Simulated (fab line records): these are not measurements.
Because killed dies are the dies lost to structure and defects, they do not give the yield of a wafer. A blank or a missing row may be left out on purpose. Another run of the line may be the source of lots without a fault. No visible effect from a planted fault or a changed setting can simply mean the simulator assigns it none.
fab line records :: flow nandHarc
[record]
  lots = 6
  wafers = 18
  lastDay = 32
route steps=1302 shown A_SGD_CUT@893
lots untouched by any fault: they come from a run of this same line in which no faults occurred
startH: start of the lot's first displayed wafer, in hours after the record's first day :: waitH: time in hours since the lot's previous step :: " the same as in the row above :: L1.1+2: several wafers, shown together as one row :: - no value present, or no start provided :: * or withheld: withheld :: < > ~ a bound
route shown NAME@n: names a module that has steps shown in the file, with the first one's number in the route :: usual: average and standard deviation across the fault-free wafers :: same: alike in all rows :: chamber/n: place in a boat :: sites: readings site by site :: _std_site: the values' standard deviation :: _edge_site: outer sites' mean less inner sites' :: radiusMm: for every site, how far away it sits from the centre of the wafer :: mask NAME#n: copy n :: behind: the last tool/chamber to shape the wafer :: hold: the reason the lot was held/the length of the hold in hours/how it ended :: device: the n, p or np transistor that did not switch :: end of line: tests run on the same wafers once the route is complete :: where a step has no rows: the recipe by itself :: killed: count of dies lost to structure and defects at first sort (not the wafer's yield) :: map: a wafer's dies, x killed, . not, _ none there
set.NAME: the setting the step ran with; set.NAME@STEP: the setting that earlier step ran with :: model.NAME: the simulator's own value behind a step, which no gauge read
lots at selected steps of the route; one table per step, one row per wafer
services: the hour from which a tool's chamber was out of use, counted from the record's first day as startH (under 0 if before that day), plus the number of hours and why
[[steps]]
[step NHARC_A_SGD_CUT_COAT_56]
[recipe]
  tempC = 260
  timeS = 75
[step NHARC_A_SGD_CUT_COAT_57]
[recipe]
  tempC = 225
  timeS = 65
[step NHARC_A_SGD_CUT_COAT_03]
[recipe]
  spinRpm = 1500
  resistThkNm = 90
[step NHARC_A_SGD_CUT_SOFTBAKE_04]
[recipe]
  tempC = 105
  timeS = 55
[step NHARC_A_SGD_CUT_EBR_05]
[step NHARC_A_SGD_CUT_EXPOSE_06]
[recipe]
  na = 1.35
  doseMj = 85.59
  maskId = SGD
[step NHARC_A_SGD_CUT_PEB_07]
[recipe]
  pebTempC = 100
  pebTimeS = 65
[step NHARC_A_SGD_CUT_DEVELOP_08]
[recipe]
  developTimeS = 35
  devTempC = 23
[step NHARC_A_SGD_CUT_CD_MEAS_09]
[recipe]
  targetCdNm = 100
  landingEnergyEv = 500
[usual]
  cdNm = 100.4/0.88
lot.wafer: L543.1
tool: cdSem-03
chamber: 0
startH: 481.34
waitH: -
cdNm: 98.9

lot.wafer: L543.5
tool: cdSem-03
chamber: 0
startH: 481.34
waitH: -
cdNm: 99.3

lot.wafer: L543.6
tool: cdSem-03
chamber: 0
startH: 481.34
waitH: -
cdNm: 100.4

lot.wafer: L550.2
tool: cdSem-01
chamber: 0
startH: 553.49
waitH: -
cdNm: 100.8

lot.wafer: L550.3
tool: cdSem-01
chamber: 0
startH: 553.49
waitH: -
cdNm: 100.3

lot.wafer: L550.6
tool: cdSem-01
chamber: 0
startH: 553.49
waitH: -
cdNm: 100.6

lot.wafer: L553.2
tool: cdSem-02
chamber: 0
startH: 574.88
waitH: -
cdNm: 100.2

lot.wafer: L553.3
tool: cdSem-02
chamber: 0
startH: 574.88
waitH: -
cdNm: 99.8

lot.wafer: L553.4
tool: cdSem-02
chamber: 0
startH: 574.88
waitH: -
cdNm: 100.9

lot.wafer: L555.1
tool: cdSem-02
chamber: 0
startH: 599.94
waitH: -
cdNm: 101.6

lot.wafer: L555.3
tool: cdSem-02
chamber: 0
startH: 599.94
waitH: -
cdNm: 100.4

lot.wafer: L555.4
tool: cdSem-02
chamber: 0
startH: 599.94
waitH: -
cdNm: 100.2

lot.wafer: L558.1
tool: cdSem-02
chamber: 0
startH: 627.41
waitH: -
cdNm: 101.0

lot.wafer: L558.3
tool: cdSem-02
chamber: 0
startH: 627.41
waitH: -
cdNm: 100.9

lot.wafer: L558.6
tool: cdSem-02
chamber: 0
startH: 627.41
waitH: -
cdNm: 101.3

lot.wafer: L560.1
tool: cdSem-03
chamber: 0
startH: 648.00
waitH: -
cdNm: 98.9

lot.wafer: L560.2
tool: cdSem-03
chamber: 0
startH: 648.00
waitH: -
cdNm: 99.6

lot.wafer: L560.5
tool: cdSem-03
chamber: 0
startH: 648.00
waitH: -
cdNm: 99.1
[step NHARC_A_SGD_CUT_OVL_MEAS_10]
[usual]
  overlayXNm = -0.1/0.87
  overlayYNm = 0.0/1.1
lot.wafer: L543.1
tool: overlay-02
chamber: -
startH: 481.43
waitH: -
overlayXNm: 0.5
overlayYNm: 0.8

lot.wafer: L543.5
tool: overlay-02
chamber: -
startH: 481.43
waitH: -
overlayXNm: 0.7
overlayYNm: 0.8

lot.wafer: L543.6
tool: overlay-02
chamber: -
startH: 481.43
waitH: -
overlayXNm: 0.3
overlayYNm: 0.9

lot.wafer: L550.2
tool: overlay-02
chamber: -
startH: 553.58
waitH: -
overlayXNm: -0.2
overlayYNm: 0.0

lot.wafer: L550.3
tool: overlay-02
chamber: -
startH: 553.58
waitH: -
overlayXNm: -0.1
overlayYNm: 0.3

lot.wafer: L550.6
tool: overlay-02
chamber: -
startH: 553.58
waitH: -
overlayXNm: -0.4
overlayYNm: 0.2

lot.wafer: L553.2
tool: overlay-02
chamber: -
startH: 574.97
waitH: -
overlayXNm: 2.2
overlayYNm: -0.5

lot.wafer: L553.3
tool: overlay-02
chamber: -
startH: 574.97
waitH: -
overlayXNm: 2.5
overlayYNm: -1.0

lot.wafer: L553.4
tool: overlay-02
chamber: -
startH: 574.97
waitH: -
overlayXNm: 2.2
overlayYNm: -0.7

lot.wafer: L555.1
tool: overlay-01
chamber: -
startH: 600.03
waitH: -
overlayXNm: -0.2
overlayYNm: 0.7

lot.wafer: L555.3
tool: overlay-01
chamber: -
startH: 600.03
waitH: -
overlayXNm: 0.0
overlayYNm: 0.3

lot.wafer: L555.4
tool: overlay-01
chamber: -
startH: 600.03
waitH: -
overlayXNm: 0.4
overlayYNm: 0.8

lot.wafer: L558.1
tool: overlay-02
chamber: -
startH: 627.50
waitH: -
overlayXNm: -1.1
overlayYNm: -1.1

lot.wafer: L558.3
tool: overlay-02
chamber: -
startH: 627.50
waitH: -
overlayXNm: -1.4
overlayYNm: -1.0

lot.wafer: L558.6
tool: overlay-02
chamber: -
startH: 627.50
waitH: -
overlayXNm: -1.7
overlayYNm: -1.0

lot.wafer: L560.1
tool: overlay-01
chamber: -
startH: 648.09
waitH: -
overlayXNm: 0.0
overlayYNm: 0.1

lot.wafer: L560.2
tool: overlay-01
chamber: -
startH: 648.09
waitH: -
overlayXNm: -0.7
overlayYNm: -0.5

lot.wafer: L560.5
tool: overlay-01
chamber: -
startH: 648.09
waitH: -
overlayXNm: 0.5
overlayYNm: 0.1
[step NHARC_A_SGD_CUT_INSPECT_11]
[usual]
  rawDefectCount = 48/24
lot.wafer: L543.1
tool: defectInspect-01
chamber: -
startH: 481.47
waitH: 0.0
rawDefectCount: 60

lot.wafer: L543.5
tool: defectInspect-01
chamber: -
startH: 481.47
waitH: 0.0
rawDefectCount: 57

lot.wafer: L543.6
tool: defectInspect-01
chamber: -
startH: 481.47
waitH: 0.0
rawDefectCount: 66

lot.wafer: L550.2
tool: defectInspect-02
chamber: -
startH: 553.61
waitH: 0.0
rawDefectCount: 75

lot.wafer: L550.3
tool: defectInspect-02
chamber: -
startH: 553.61
waitH: 0.0
rawDefectCount: 77

lot.wafer: L550.6
tool: defectInspect-02
chamber: -
startH: 553.61
waitH: 0.0
rawDefectCount: 84

lot.wafer: L553.2
tool: defectInspect-02
chamber: -
startH: 575.00
waitH: 0.0
rawDefectCount: 90

lot.wafer: L553.3
tool: defectInspect-02
chamber: -
startH: 575.00
waitH: 0.0
rawDefectCount: 89

lot.wafer: L553.4
tool: defectInspect-02
chamber: -
startH: 575.00
waitH: 0.0
rawDefectCount: 85

lot.wafer: L555.1
tool: defectInspect-01
chamber: -
startH: 600.06
waitH: 0.0
rawDefectCount: 69

lot.wafer: L555.3
tool: defectInspect-01
chamber: -
startH: 600.06
waitH: 0.0
rawDefectCount: 50

lot.wafer: L555.4
tool: defectInspect-01
chamber: -
startH: 600.06
waitH: 0.0
rawDefectCount: 52

lot.wafer: L558.1
tool: defectInspect-01
chamber: -
startH: 627.53
waitH: 0.0
rawDefectCount: 23

lot.wafer: L558.3
tool: defectInspect-01
chamber: -
startH: 627.53
waitH: 0.0
rawDefectCount: 18

lot.wafer: L558.6
tool: defectInspect-01
chamber: -
startH: 627.53
waitH: 0.0
rawDefectCount: 24

lot.wafer: L560.1
tool: defectInspect-01
chamber: -
startH: 648.12
waitH: 0.0
rawDefectCount: 72

lot.wafer: L560.2
tool: defectInspect-01
chamber: -
startH: 648.12
waitH: 0.0
rawDefectCount: 46

lot.wafer: L560.5
tool: defectInspect-01
chamber: -
startH: 648.12
waitH: 0.0
rawDefectCount: 55
[step NHARC_A_SGD_CUT_DESCUM_14]
[recipe]
  timeS = 3
  o2FlowSccm = 200
  arFlowSccm = 0
  biasPowerW = 0
  chemistry = O2
[usual]
  drypumpMotorCurrentA = 5.6/0.37
  oesProductAu = 1.000/0.015
  rfVppV = 57.8/0.89
  showerheadPlenumPTorr = 1.90/0.071
  throttleValvePct = 11.312/0.0083
lot.wafer: L543.1
tool: rieDiel-11
chamber: 0
startH: 481.54
waitH: 0.1
drypumpMotorCurrentA: 5.7
oesProductAu: 0.999
rfHoursCounterH: 2
rfVppV: 57.7
showerheadPlenumPTorr: 1.94
throttleValvePct: 11.309

lot.wafer: L543.5
tool: rieDiel-11
chamber: 3
startH: 481.54
waitH: 0.1
drypumpMotorCurrentA: 5.3
oesProductAu: 1.021
rfHoursCounterH: -
rfVppV: 57.1
showerheadPlenumPTorr: 1.86
throttleValvePct: 11.324

lot.wafer: L543.6
tool: rieDiel-11
chamber: 0
startH: 481.54
waitH: 0.1
drypumpMotorCurrentA: 5.7
oesProductAu: 1.002
rfHoursCounterH: -
rfVppV: 57.8
showerheadPlenumPTorr: 1.94
throttleValvePct: 11.326

lot.wafer: L550.3
tool: rieDiel-11
chamber: 2
startH: 553.67
waitH: 0.1
drypumpMotorCurrentA: 5.3
oesProductAu: 1.004
rfHoursCounterH: 6
rfVppV: 58.9
showerheadPlenumPTorr: 1.92
throttleValvePct: 11.318

lot.wafer: L550.2
tool: rieDiel-11
chamber: 0
startH: 553.67
waitH: 0.1
drypumpMotorCurrentA: 5.7
oesProductAu: 1.007
rfHoursCounterH: 5
rfVppV: 56.8
showerheadPlenumPTorr: 1.94
throttleValvePct: 11.318

lot.wafer: L550.6
tool: rieDiel-11
chamber: 3
startH: 553.67
waitH: 0.1
drypumpMotorCurrentA: 5.3
oesProductAu: 1.006
rfHoursCounterH: -
rfVppV: 56.8
showerheadPlenumPTorr: 1.86
throttleValvePct: 11.325

lot.wafer: L553.3
tool: rieDiel-11
chamber: 1
startH: 575.06
waitH: 0.1
drypumpMotorCurrentA: 6.1
oesProductAu: 0.991
rfHoursCounterH: 7
rfVppV: 57.6
showerheadPlenumPTorr: 1.88
throttleValvePct: 11.328

lot.wafer: L553.2
tool: rieDiel-11
chamber: 2
startH: 575.06
waitH: 0.1
drypumpMotorCurrentA: 5.3
oesProductAu: 0.993
rfHoursCounterH: 7
rfVppV: 57.9
showerheadPlenumPTorr: 1.92
throttleValvePct: 11.319

lot.wafer: L553.4
tool: rieDiel-11
chamber: 0
startH: 575.06
waitH: 0.1
drypumpMotorCurrentA: 5.7
oesProductAu: 1.015
rfHoursCounterH: 6
rfVppV: 57.1
showerheadPlenumPTorr: 1.94
throttleValvePct: 11.302

lot.wafer: L555.3
tool: rieDiel-01
chamber: 2
startH: 600.13
waitH: 0.1
drypumpMotorCurrentA: 5.3
oesProductAu: 1.001
rfHoursCounterH: 1
rfVppV: 57.7
showerheadPlenumPTorr: 1.81
throttleValvePct: 11.324

lot.wafer: L555.1
tool: rieDiel-01
chamber: 3
startH: 600.13
waitH: 0.1
drypumpMotorCurrentA: 5.3
oesProductAu: 0.990
rfHoursCounterH: 2
rfVppV: 58.8
showerheadPlenumPTorr: 2.02
throttleValvePct: 11.311

lot.wafer: L555.4
tool: rieDiel-01
chamber: 2
startH: 600.13
waitH: 0.1
drypumpMotorCurrentA: 5.3
oesProductAu: 0.985
rfHoursCounterH: -
rfVppV: 57.1
showerheadPlenumPTorr: 1.81
throttleValvePct: 11.313

lot.wafer: L558.1
tool: rieDiel-01
chamber: 2
startH: 627.59
waitH: 0.1
drypumpMotorCurrentA: 5.2
oesProductAu: 1.011
rfHoursCounterH: 3
rfVppV: 57.3
showerheadPlenumPTorr: 1.81
throttleValvePct: 11.303

lot.wafer: L558.3
tool: rieDiel-01
chamber: 1
startH: 627.59
waitH: 0.1
drypumpMotorCurrentA: 5.5
oesProductAu: 0.978
rfHoursCounterH: 3
rfVppV: 57.0
showerheadPlenumPTorr: 1.92
throttleValvePct: 11.316

lot.wafer: L558.6
tool: rieDiel-01
chamber: 2
startH: 627.59
waitH: 0.1
drypumpMotorCurrentA: 5.3
oesProductAu: 1.002
rfHoursCounterH: -
rfVppV: 56.8
showerheadPlenumPTorr: 1.81
throttleValvePct: 11.311

lot.wafer: L560.2
tool: rieDiel-01
chamber: 0
startH: 648.20
waitH: 0.1
drypumpMotorCurrentA: 6.3
oesProductAu: 1.004
rfHoursCounterH: 5
rfVppV: 57.9
showerheadPlenumPTorr: 1.84
throttleValvePct: 11.301

lot.wafer: L560.1
tool: rieDiel-01
chamber: 1
startH: 648.20
waitH: 0.1
drypumpMotorCurrentA: 5.6
oesProductAu: 0.984
rfHoursCounterH: 5
rfVppV: 58.7
showerheadPlenumPTorr: 1.92
throttleValvePct: 11.310

lot.wafer: L560.5
tool: rieDiel-01
chamber: 3
startH: 648.20
waitH: 0.1
drypumpMotorCurrentA: 5.4
oesProductAu: 0.980
rfHoursCounterH: -
rfVppV: 58.1
showerheadPlenumPTorr: 2.02
throttleValvePct: 11.313
[step NHARC_A_SGD_CUT_ETCH_58]
[recipe]
  targetDepthA = 390
  overEtchFrac = 0.3
  timeS = 65
  ionEnergyEv = 80
  cf4FlowSccm = 150
  arFlowSccm = 0
  rfW = 300
  biasW = 100
  chemistry = CF4
[usual]
  cf4FlowSccm = 150.1/0.45
  drypumpMotorCurrentA = 5.6/0.37
  oesProductAu = 1.000/0.014
  overEtchFrac = 0.3/0
  rfVppV = 151.1/1.1
  showerheadPlenumPTorr = 1.76/0.061
  throttleValvePct = 13.284/0.0086
lot.wafer: L543.1
tool: rieDiel-11
chamber: 1
startH: 481.61
waitH: 0.1
cf4FlowSccm: 151.1
drypumpMotorCurrentA: 6.1
oesProductAu: 1.018
overEtchFrac: 0.3
rfHoursCounterH: 2
rfVppV: 151.1
showerheadPlenumPTorr: 1.74
throttleValvePct: 13.283

lot.wafer: L543.6
tool: rieDiel-11
chamber: 1
startH: 481.61
waitH: 0.1
cf4FlowSccm: 149.7
drypumpMotorCurrentA: 6.1
oesProductAu: 1.017
overEtchFrac: 0.3
rfHoursCounterH: -
rfVppV: 150.3
showerheadPlenumPTorr: 1.74
throttleValvePct: 13.292

lot.wafer: L543.5
tool: rieDiel-11
chamber: 2
startH: 481.61
waitH: 0.1
cf4FlowSccm: 149.3
drypumpMotorCurrentA: 5.3
oesProductAu: 0.996
overEtchFrac: 0.3
rfHoursCounterH: -
rfVppV: 151.5
showerheadPlenumPTorr: 1.78
throttleValvePct: 13.270

lot.wafer: L550.2
tool: rieDiel-11
chamber: 2
startH: 553.77
waitH: 0.1
cf4FlowSccm: 150.1
drypumpMotorCurrentA: 5.3
oesProductAu: 0.989
overEtchFrac: 0.32393
rfHoursCounterH: 6
rfVppV: 152.0
showerheadPlenumPTorr: 1.78
throttleValvePct: 13.287

lot.wafer: L550.3
tool: rieDiel-11
chamber: 3
startH: 553.77
waitH: 0.1
cf4FlowSccm: 149.7
drypumpMotorCurrentA: 5.4
oesProductAu: 1.007
overEtchFrac: 0.32393
rfHoursCounterH: 6
rfVppV: 150.0
showerheadPlenumPTorr: 1.72
throttleValvePct: 13.283

lot.wafer: L550.6
tool: rieDiel-11
chamber: 0
startH: 553.77
waitH: 0.1
cf4FlowSccm: 150.3
drypumpMotorCurrentA: 5.8
oesProductAu: 1.019
overEtchFrac: 0.32393
rfHoursCounterH: -
rfVppV: 151.8
showerheadPlenumPTorr: 1.79
throttleValvePct: 13.274

lot.wafer: L553.3
tool: rieDiel-11
chamber: 1
startH: 575.15
waitH: 0.1
cf4FlowSccm: 149.7
drypumpMotorCurrentA: 6.1
oesProductAu: 0.996
overEtchFrac: 0.32393
rfHoursCounterH: 7
rfVppV: 152.1
showerheadPlenumPTorr: 1.74
throttleValvePct: 13.288

lot.wafer: L553.4
tool: rieDiel-11
chamber: 3
startH: 575.15
waitH: 0.1
cf4FlowSccm: 150.1
drypumpMotorCurrentA: 5.3
oesProductAu: 1.019
overEtchFrac: 0.32393
rfHoursCounterH: 7
rfVppV: 149.8
showerheadPlenumPTorr: 1.72
throttleValvePct: 13.277

lot.wafer: L553.2
tool: rieDiel-11
chamber: 0
startH: 575.15
waitH: 0.1
cf4FlowSccm: 150.1
drypumpMotorCurrentA: 5.7
oesProductAu: 1.019
overEtchFrac: 0.32393
rfHoursCounterH: 6
rfVppV: 151.6
showerheadPlenumPTorr: 1.79
throttleValvePct: 13.281

lot.wafer: L555.1
tool: rieDiel-01
chamber: 0
startH: 600.23
waitH: 0.1
cf4FlowSccm: 150.4
drypumpMotorCurrentA: 6.3
oesProductAu: 1.004
overEtchFrac: 0.3
rfHoursCounterH: 2
rfVppV: 150.0
showerheadPlenumPTorr: 1.71
throttleValvePct: 13.279

lot.wafer: L555.3
tool: rieDiel-01
chamber: 2
startH: 600.23
waitH: 0.1
cf4FlowSccm: 150.1
drypumpMotorCurrentA: 5.3
oesProductAu: 0.998
overEtchFrac: 0.3
rfHoursCounterH: 1
rfVppV: 149.0
showerheadPlenumPTorr: 1.68
throttleValvePct: 13.279

lot.wafer: L555.4
tool: rieDiel-01
chamber: 0
startH: 600.23
waitH: 0.1
cf4FlowSccm: 150.4
drypumpMotorCurrentA: 6.3
oesProductAu: 1.004
overEtchFrac: 0.3
rfHoursCounterH: -
rfVppV: 151.2
showerheadPlenumPTorr: 1.71
throttleValvePct: 13.286

lot.wafer: L558.3
tool: rieDiel-01
chamber: 0
startH: 627.69
waitH: 0.1
cf4FlowSccm: 149.6
drypumpMotorCurrentA: 6.3
oesProductAu: 1.012
overEtchFrac: 0.3
rfHoursCounterH: 4
rfVppV: 150.6
showerheadPlenumPTorr: 1.71
throttleValvePct: 13.293

lot.wafer: L558.1
tool: rieDiel-01
chamber: 2
startH: 627.69
waitH: 0.1
cf4FlowSccm: 150.4
drypumpMotorCurrentA: 5.3
oesProductAu: 1.009
overEtchFrac: 0.3
rfHoursCounterH: 3
rfVppV: 150.6
showerheadPlenumPTorr: 1.68
throttleValvePct: 13.300

lot.wafer: L558.6
tool: rieDiel-01
chamber: 3
startH: 627.69
waitH: 0.1
cf4FlowSccm: 150.2
drypumpMotorCurrentA: 5.3
oesProductAu: 0.995
overEtchFrac: 0.3
rfHoursCounterH: -
rfVppV: 152.4
showerheadPlenumPTorr: 1.86
throttleValvePct: 13.279

lot.wafer: L560.2
tool: rieDiel-01
chamber: 2
startH: 648.27
waitH: 0.1
cf4FlowSccm: 150.1
drypumpMotorCurrentA: 5.3
oesProductAu: 0.998
overEtchFrac: 0.3
rfHoursCounterH: 5
rfVppV: 149.5
showerheadPlenumPTorr: 1.68
throttleValvePct: 13.274

lot.wafer: L560.1
tool: rieDiel-01
chamber: 1
startH: 648.27
waitH: 0.1
cf4FlowSccm: 149.5
drypumpMotorCurrentA: 5.5
oesProductAu: 0.988
overEtchFrac: 0.3
rfHoursCounterH: 5
rfVppV: 151.5
showerheadPlenumPTorr: 1.77
throttleValvePct: 13.277

lot.wafer: L560.5
tool: rieDiel-01
chamber: 3
startH: 648.27
waitH: 0.1
cf4FlowSccm: 150.5
drypumpMotorCurrentA: 5.3
oesProductAu: 0.981
overEtchFrac: 0.3
rfHoursCounterH: -
rfVppV: 151.9
showerheadPlenumPTorr: 1.86
throttleValvePct: 13.275
[step NHARC_A_SGD_CUT_ETCH_59]
[recipe]
  targetDepthA = 2600
  overEtchFrac = 0.25
  timeS = 406.25
  ionEnergyEv = 200
  n2FlowSccm = 150
  h2FlowSccm = 150
  arFlowSccm = 0
  rfW = 400
  biasW = 150
  chemistry = N2/H2
[usual]
  drypumpMotorCurrentA = 5.6/0.37
  oesProductAu = 0.999/0.014
  overEtchFrac = 0.25/0
  rfVppV = 430.3/2.3
  showerheadPlenumPTorr = 2.03/0.076
  throttleValvePct = 14.171/0.0088
lot.wafer: L543.1
tool: rieDiel-11
chamber: 0
startH: -
waitH: -
drypumpMotorCurrentA: 5.7
oesProductAu: 0.997
overEtchFrac: 0.25
rfHoursCounterH: 2
rfVppV: 431.8
showerheadPlenumPTorr: 2.07
throttleValvePct: 14.186

lot.wafer: L543.6
tool: rieDiel-11
chamber: 1
startH: -
waitH: -
drypumpMotorCurrentA: 6.1
oesProductAu: 1.017
overEtchFrac: 0.25
rfHoursCounterH: -
rfVppV: 428.2
showerheadPlenumPTorr: 2.00
throttleValvePct: 14.154

lot.wafer: L543.5
tool: rieDiel-11
chamber: 2
startH: -
waitH: -
drypumpMotorCurrentA: 5.3
oesProductAu: 1.000
overEtchFrac: 0.25
rfHoursCounterH: -
rfVppV: 431.2
showerheadPlenumPTorr: 2.05
throttleValvePct: 14.176

lot.wafer: L550.3
tool: rieDiel-11
chamber: 3
startH: -
waitH: -
drypumpMotorCurrentA: 5.3
oesProductAu: 1.015
overEtchFrac: 0.25
rfHoursCounterH: 6
rfVppV: 428.9
showerheadPlenumPTorr: 1.98
throttleValvePct: 14.163

lot.wafer: L550.2
tool: rieDiel-11
chamber: 0
startH: -
waitH: -
drypumpMotorCurrentA: 5.7
oesProductAu: 1.012
overEtchFrac: 0.25
rfHoursCounterH: 5
rfVppV: 430.6
showerheadPlenumPTorr: 2.06
throttleValvePct: 14.167

lot.wafer: L550.6
tool: rieDiel-11
chamber: 2
startH: -
waitH: -
drypumpMotorCurrentA: 5.3
oesProductAu: 1.001
overEtchFrac: 0.25
rfHoursCounterH: -
rfVppV: 432.0
showerheadPlenumPTorr: 2.05
throttleValvePct: 14.158

lot.wafer: L553.2
tool: rieDiel-11
chamber: 3
startH: -
waitH: -
drypumpMotorCurrentA: 5.3
oesProductAu: 1.011
overEtchFrac: 0.25
rfHoursCounterH: 7
rfVppV: 427.5
showerheadPlenumPTorr: 1.98
throttleValvePct: 14.189

lot.wafer: L553.4
tool: rieDiel-11
chamber: 0
startH: -
waitH: -
drypumpMotorCurrentA: 5.8
oesProductAu: 1.010
overEtchFrac: 0.25
rfHoursCounterH: 6
rfVppV: 431.4
showerheadPlenumPTorr: 2.06
throttleValvePct: 14.162

lot.wafer: L553.3
tool: rieDiel-11
chamber: 1
startH: -
waitH: -
drypumpMotorCurrentA: 6.1
oesProductAu: 1.006
overEtchFrac: 0.25
rfHoursCounterH: 7
rfVppV: 429.0
showerheadPlenumPTorr: 2.00
throttleValvePct: 14.163

lot.wafer: L555.1
tool: rieDiel-01
chamber: 2
startH: -
waitH: -
drypumpMotorCurrentA: 5.3
oesProductAu: 1.005
overEtchFrac: 0.25
rfHoursCounterH: 1
rfVppV: 426.9
showerheadPlenumPTorr: 1.92
throttleValvePct: 14.162

lot.wafer: L555.3
tool: rieDiel-01
chamber: 0
startH: -
waitH: -
drypumpMotorCurrentA: 6.3
oesProductAu: 1.007
overEtchFrac: 0.25
rfHoursCounterH: 2
rfVppV: 428.5
showerheadPlenumPTorr: 1.96
throttleValvePct: 14.165

lot.wafer: L555.4
tool: rieDiel-01
chamber: 2
startH: -
waitH: -
drypumpMotorCurrentA: 5.2
oesProductAu: 0.998
overEtchFrac: 0.25
rfHoursCounterH: -
rfVppV: 427.9
showerheadPlenumPTorr: 1.92
throttleValvePct: 14.180

lot.wafer: L558.3
tool: rieDiel-01
chamber: 0
startH: -
waitH: -
drypumpMotorCurrentA: 6.3
oesProductAu: 1.000
overEtchFrac: 0.25
rfHoursCounterH: 4
rfVppV: 429.7
showerheadPlenumPTorr: 1.96
throttleValvePct: 14.161

lot.wafer: L558.1
tool: rieDiel-01
chamber: 1
startH: -
waitH: -
drypumpMotorCurrentA: 5.5
oesProductAu: 0.985
overEtchFrac: 0.25
rfHoursCounterH: 3
rfVppV: 432.7
showerheadPlenumPTorr: 2.04
throttleValvePct: 14.175

lot.wafer: L558.6
tool: rieDiel-01
chamber: 3
startH: -
waitH: -
drypumpMotorCurrentA: 5.4
oesProductAu: 0.981
overEtchFrac: 0.25
rfHoursCounterH: -
rfVppV: 433.1
showerheadPlenumPTorr: 2.16
throttleValvePct: 14.174

lot.wafer: L560.1
tool: rieDiel-01
chamber: 3
startH: -
waitH: -
drypumpMotorCurrentA: 5.4
oesProductAu: 0.982
overEtchFrac: 0.25
rfHoursCounterH: 5
rfVppV: 433.1
showerheadPlenumPTorr: 2.15
throttleValvePct: 14.161

lot.wafer: L560.2
tool: rieDiel-01
chamber: 0
startH: -
waitH: -
drypumpMotorCurrentA: 6.3
oesProductAu: 1.009
overEtchFrac: 0.25
rfHoursCounterH: 5
rfVppV: 428.0
showerheadPlenumPTorr: 1.96
throttleValvePct: 14.171

lot.wafer: L560.5
tool: rieDiel-01
chamber: 2
startH: -
waitH: -
drypumpMotorCurrentA: 5.3
oesProductAu: 1.000
overEtchFrac: 0.25
rfHoursCounterH: -
rfVppV: 427.4
showerheadPlenumPTorr: 1.92
throttleValvePct: 14.191
[[services]]
tool: rieDiel-01
chamber: 0
startH: 463.50
hours: -
kind: clean

tool: rieDiel-01
chamber: 1
startH: 463.50
hours: -
kind: clean

tool: rieDiel-01
chamber: 2
startH: 463.50
hours: -
kind: clean

tool: rieDiel-01
chamber: 3
startH: 463.50
hours: -
kind: clean

tool: rieDiel-11
chamber: 0
startH: 466.07
hours: -
kind: clean

tool: rieDiel-11
chamber: 1
startH: 466.07
hours: -
kind: clean

tool: rieDiel-11
chamber: 2
startH: 466.07
hours: -
kind: clean

tool: rieDiel-11
chamber: 3
startH: 466.07
hours: -
kind: clean

tool: rieDiel-11
chamber: 0
startH: 468.71
hours: 3.9
kind: repair

tool: rieDiel-01
chamber: 0
startH: 488.00
hours: -
kind: clean

tool: rieDiel-01
chamber: 1
startH: 488.00
hours: -
kind: clean

tool: rieDiel-01
chamber: 2
startH: 488.00
hours: -
kind: clean

tool: rieDiel-01
chamber: 3
startH: 488.00
hours: -
kind: clean

tool: rieDiel-11
chamber: 0
startH: 490.57
hours: -
kind: clean

tool: rieDiel-11
chamber: 1
startH: 490.57
hours: -
kind: clean

tool: rieDiel-11
chamber: 2
startH: 490.57
hours: -
kind: clean

tool: rieDiel-11
chamber: 3
startH: 490.57
hours: -
kind: clean

tool: rieDiel-01
chamber: -
startH: 493.19
hours: 3.4
kind: repair

tool: rieDiel-01
chamber: 0
startH: 512.50
hours: -
kind: clean

tool: rieDiel-01
chamber: -
startH: 557.81
hours: 9.0
kind: pm

tool: rieDiel-01
chamber: 3
startH: 570.81
hours: 5.3
kind: repair

tool: rieDiel-01
chamber: 2
startH: 592.87
hours: 5.7
kind: repair

tool: rieDiel-01
chamber: 1
startH: 595.90
hours: 9.8
kind: repair

tool: rieDiel-11
chamber: -
startH: 609.57
hours: 9.0
kind: pm
[[key]]
[firstSign]
  step = NHARC_A_SGD_CUT_ETCH_58
  reading = overEtchFrac
  direction = up
  sigmas = 99+
  usual = 0.3
  struck = 0.32393
effect none on later readings
metAt NHARC_A_SGD_CUT_ETCH_58
struckWafers L550.2,L550.3,L550.6,L553.2,L553.3,L553.4
testerLeftOut L550,L553
onsetBetween 481.61 553.77
[fault]
  kind = processParameterDrift
  tool = rieDiel-11
  chamber = -
  onsetH = 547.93
  steps = NHARC_A_SGD_CUT_ETCH_58
  channel = overEtchFrac
  offset = 0.023932
  shape = step
  endH = 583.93
  actsIn = theseRecipesOnly
  stated = 0.3
// testerLeftOut: of these lots the tester's yield and bins aren't shown, on N5 and GAA mostly nor the transistor test; their killed dies are dies lost to structure and defects alone, not to doping, threshold or leakage, so they don't give the yield
